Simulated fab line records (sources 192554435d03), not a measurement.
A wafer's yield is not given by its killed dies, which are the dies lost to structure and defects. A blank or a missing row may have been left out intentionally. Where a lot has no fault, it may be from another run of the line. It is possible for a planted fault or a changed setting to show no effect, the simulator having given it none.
The tool behind it: which one? :: flow n5 finfet :: 8 lots, 24 wafers sampled, at 3 steps of a route of 1938

== WHAT THE GAUGES SHOWED, per wafer ==
N5_DUMMY_GATE_CD_MEAS_50: the cd target is 14 nm.
lot: L758
measured: day 2 23:40
on: cd sem-02
cd nm (nm): 14.5 13.9 13.4

lot: L761
measured: day 3 19:38
on: cd sem-03
cd nm (nm): 14.3 14.1 14.2

lot: L763
measured: day 4 09:57
on: cd sem-02
cd nm (nm): 13.7 14.0 14.2

lot: L773
measured: day 6 15:28
on: cd sem-01
cd nm (nm): 8.1 13.7 13.6

lot: L775
measured: day 7 03:56
on: cd sem-02
cd nm (nm): 9.1 8.2 14.0

lot: L778
measured: day 8 03:19
on: cd sem-01
cd nm (nm): 14.4 13.8 14.1

lot: L780
measured: day 8 11:19
on: cd sem-03
cd nm (nm): 13.7 14.5 13.9

lot: L781
measured: day 8 17:23
on: cd sem-01
cd nm (nm): 13.5 12.6 13.6

== TOOL THAT RAN EACH LOT (tool first, then ch and the chambers of the sampled wafers, then the start) ==
lot: L758
N5_DUMMY_GATE_TRIM_49: rie si-03 ch 0,3, day 2 23:31
N5_DUMMY_GATE_STRIP_40: rie diel-03 ch 0,1, day 2 23:36

lot: L761
N5_DUMMY_GATE_TRIM_49: rie si-05 ch 2,3, day 3 19:29
N5_DUMMY_GATE_STRIP_40: rie diel-03 ch 0,1,3, day 3 19:35

lot: L763
N5_DUMMY_GATE_TRIM_49: rie si-05 ch 0,1,2, day 4 09:48
N5_DUMMY_GATE_STRIP_40: rie diel-03 ch 0,1,3, day 4 09:54

lot: L773
N5_DUMMY_GATE_TRIM_49: rie si-05 ch 0,2, day 6 15:19
N5_DUMMY_GATE_STRIP_40: rie diel-03 ch 0,1,2, day 6 15:24

lot: L775
N5_DUMMY_GATE_TRIM_49: rie si-05 ch 0,1,3, day 7 03:47
N5_DUMMY_GATE_STRIP_40: rie diel-06 ch 0,1,2, day 7 03:53

lot: L778
N5_DUMMY_GATE_TRIM_49: rie si-06 ch 1,2,3, day 8 03:02
N5_DUMMY_GATE_STRIP_40: rie diel-06 ch 1,2,3, day 8 03:15

lot: L780
N5_DUMMY_GATE_TRIM_49: rie si-06 ch 1,2,3, day 8 11:10
N5_DUMMY_GATE_STRIP_40: rie diel-06 ch 0,1,3, day 8 11:16

lot: L781
N5_DUMMY_GATE_TRIM_49: rie si-03 ch 0,1,3, day 8 17:15
N5_DUMMY_GATE_STRIP_40: rie diel-06 ch 0,1,2, day 8 17:20
- N5_DUMMY_GATE_TRIM_49: chemistry O2, time 29 s, target cd 14 nm.
- N5_DUMMY_GATE_STRIP_40: strips in CF4.

== THE ANSWER, worked out from the rows above alone ==
Rule: the usual values come from the lots themselves. The widest of any qualifying gaps counts: lots, ordered by their means at a reading, are off when they make up no more than a third of the lots, leave a main group of 4 or more, and stand apart from it by 3 or more times the standard deviation of that group's means. If all means in a main group match to the digits the tables above print for the reading, that group is not used. A lot without any number at a reading at which 4 lots or more have one is off too. Where the step has rows for the other lots, those lots are counted as sound.
Off, at N5_DUMMY_GATE_CD_MEAS_50 on cd nm: L773, L775. Main group: mean 13.9 nm, sd 0.32.
A tool fits if, at a process step before that reading, it ran every lot that is off, and no sound lot after the first of them. Those tools and the gauges at N5_DUMMY_GATE_CD_MEAS_50 are tried in the same way. One candidate fits, namely rie si-05 at N5_DUMMY_GATE_TRIM_49. A fault onset in the window from L763 (day 4 09:48, its last sound lot) to L773 (day 6 15:19, its first lot off) fits.

== WHAT THE SIMULATOR PUT IN ==
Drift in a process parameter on rie si-05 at N5_DUMMY_GATE_TRIM_49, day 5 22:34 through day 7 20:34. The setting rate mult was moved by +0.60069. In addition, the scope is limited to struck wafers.
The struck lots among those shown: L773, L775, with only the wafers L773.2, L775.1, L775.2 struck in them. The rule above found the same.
